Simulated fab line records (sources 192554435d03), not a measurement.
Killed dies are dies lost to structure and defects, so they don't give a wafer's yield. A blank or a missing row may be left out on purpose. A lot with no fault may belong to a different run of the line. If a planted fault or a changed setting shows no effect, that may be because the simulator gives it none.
Split-lot trial    flow n5Finfet    route with 1938 steps; 7 lots, 39 wafers read

== THE SPLIT ITSELF ==
At N5_HKMG_FIN_EXPOSE_46 (exposes mask NDIPOLE), the setting doseMj was moved away from the recipe's 40 on 15 of the 39 wafers read, by -5.8% to +6.9%. The other wafers ran this setting at the recipe's value.

== FROM THE SPLIT TO THE READING: what the file shows between them, 2 steps ==
- N5_HKMG_FIN_PEB_47: peb time 60 s
- N5_HKMG_FIN_DEVELOP_48: develop time 30 s

== THE READING ==
cdNm at N5_HKMG_FIN_CD_MEAS_49, given in nm (cd target 202 nm). Typical for fault-free wafers on this fab line: 201.5 nm, with standard deviation 0.91 nm.

wafer   tool, chamber at the split  doseMj as run  against the recipe  cdNm, nm  against lot-mates on the recipe
L077.1  arfiScanner-03, 0           40             recipe              201.7     -
L077.2  arfiScanner-03, 0           40             recipe              200.9     -
L077.3  arfiScanner-03, 0           40.81          +2.0%               202.6     +1.2
L077.4  arfiScanner-03, 0           40.81          +2.0%               202.5     +1.1
L077.5  arfiScanner-03, 0           40             recipe              201.5     -
L077.6  arfiScanner-03, 0           40.81          +2.0%               203.0     +1.6
L082.3  arfiScanner-01, 0           40             recipe              200.3     -
L082.4  arfiScanner-01, 0           40             recipe              200.5     -
L082.6  arfiScanner-01, 0           40             recipe              200.2     -
L084.1  arfiScanner-03, 0           41.57          +3.9%               205.3     +2.6
L084.2  arfiScanner-03, 0           41.57          +3.9%               204.8     +2.1
L084.3  arfiScanner-03, 0           40             recipe              202.9     -
L084.4  arfiScanner-03, 0           41.57          +3.9%               204.9     +2.2
L084.5  arfiScanner-03, 0           40             recipe              202.6     -
L084.6  arfiScanner-03, 0           40             recipe              202.7     -
L088.1  arfiScanner-03, 0           40             recipe              201.1     -
L088.2  arfiScanner-03, 0           40             recipe              202.0     -
L088.3  arfiScanner-03, 0           40             recipe              200.6     -
L088.4  arfiScanner-03, 0           40             recipe              201.8     -
L088.5  arfiScanner-03, 0           40             recipe              201.2     -
L088.6  arfiScanner-03, 0           40             recipe              201.4     -
L089.1  arfiScanner-02, 0           37.68          -5.8%               198.9     -2.9
L089.2  arfiScanner-02, 0           40             recipe              202.5     -
L089.3  arfiScanner-02, 0           37.68          -5.8%               199.0     -2.8
L089.4  arfiScanner-02, 0           40             recipe              201.7     -
L089.5  arfiScanner-02, 0           37.68          -5.8%               198.6     -3.2
L089.6  arfiScanner-02, 0           40             recipe              201.1     -
L093.1  arfiScanner-01, 0           40             recipe              199.9     -
L093.2  arfiScanner-01, 0           42.74          +6.9%               205.0     +4.5
L093.3  arfiScanner-01, 0           40             recipe              201.5     -
L093.4  arfiScanner-01, 0           42.74          +6.9%               205.1     +4.6
L093.5  arfiScanner-01, 0           40             recipe              200.1     -
L093.6  arfiScanner-01, 0           42.74          +6.9%               205.8     +5.3
L096.1  arfiScanner-01, 0           40             recipe              202.8     -
L096.2  arfiScanner-01, 0           42.75          +6.9%               206.4     +4.5
L096.3  arfiScanner-01, 0           42.75          +6.9%               207.1     +5.2
L096.4  arfiScanner-01, 0           42.75          +6.9%               206.4     +4.5
L096.5  arfiScanner-01, 0           40             recipe              201.6     -
L096.6  arfiScanner-01, 0           40             recipe              201.2     -

THE FIT
A straight line over all 39 wafers: cdNm changes by +0.619 nm for each +1% of doseMj; r = +0.92; the points scatter about the line by 0.86 nm.
The same after taking each lot's own level away (the mean of its wafers on the recipe; 39 wafers): +0.629 nm for each +1%; r = +0.97; scatter 0.5 nm.
That fit puts the effect of the largest move of doseMj on the reading at 4.3 nm.
Measured against the standard deviation above, the lots' own levels, which go from 200.33 to 202.73 nm, span 2.6 times it.
So the lot-to-lot level changes the slope little: the two slopes agree.
Check: with one of the wafers moved furthest among these (+6.9%) left out of the fit, the line predicts +4.43 nm for it against its lot-mates. It came out at +4.53 nm against them.

== THE WHOLE CHAIN: every reading that the file lists as answering this split, in the file's order ==
step                    what it does                                          reading                                                               change (the file's fit)                r (the file's)
N5_HKMG_FIN_CD_MEAS_49  target cd 202 nm                                      cdNm                                                                  +0.639 nm for each +1% of the setting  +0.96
N5_HKMG_FIN_ETCH_55     etches SOC in N2/H2, target depth 240 nm, time 300 s  HKMG_FIN.cdOffsetNm (the simulator's own value, which no gauge read)  +0.696 nm for each +1% of the setting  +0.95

== THE FILE'S OWN FIT ==
cdNm changes by +0.639 nm for each +1% of doseMj, r = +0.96.
